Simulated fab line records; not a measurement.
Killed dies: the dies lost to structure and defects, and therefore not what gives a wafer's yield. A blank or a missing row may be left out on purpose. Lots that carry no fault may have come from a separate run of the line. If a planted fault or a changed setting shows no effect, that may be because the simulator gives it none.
Matching of chambers -- flow nandHarc -- rieDiel-04 running NHARC_A_STAIRCASE_TRIM_20: 4 sister chambers
The step chemistry O2, time 211.2 s. 4 wafers are shown with their chamber, then 7 later ones without.

== WAFERS WITH THEIR CHAMBER ==
wafer,chamber,showerheadPlenumPTorr (Torr)
L091.1,2,3.36
L091.5,1,3.70
L092.1,3,3.65
L092.3,0,3.55

== WAFERS WITHOUT THEIR CHAMBER ==
wafer,showerheadPlenumPTorr (Torr)
L092.5,3.36
L094.1,3.55
L094.2,3.35
L094.5,3.35
L097.2,3.64
L097.4,3.35
L097.6,3.35

== CHAMBER TAKEN BY EACH ==
wafer,from the rows above,in truth
L092.5,2,2
L094.1,0,0
L094.2,2,2
L094.5,2,2
L097.2,3,3
L097.4,2,2
L097.6,2,2
7 of 7 placed correctly. Not placeable from these rows: 0. Placed wrongly: 0.
How it was worked out, from the rows above alone: a wafer's distance from a chamber is the root of the sum, over the readings, of the square of ((its reading less the chamber's mean) divided by the reading's scatter). If the next closest chamber is less than 2 further off than the closest, the wafer can't be placed; otherwise it belongs to the closest. For every chamber, the mean is computed from those of its wafers that are shown. The scatter: root of mean squared gap, hidden wafer to nearest shown wafer, with one shown wafer a chamber.
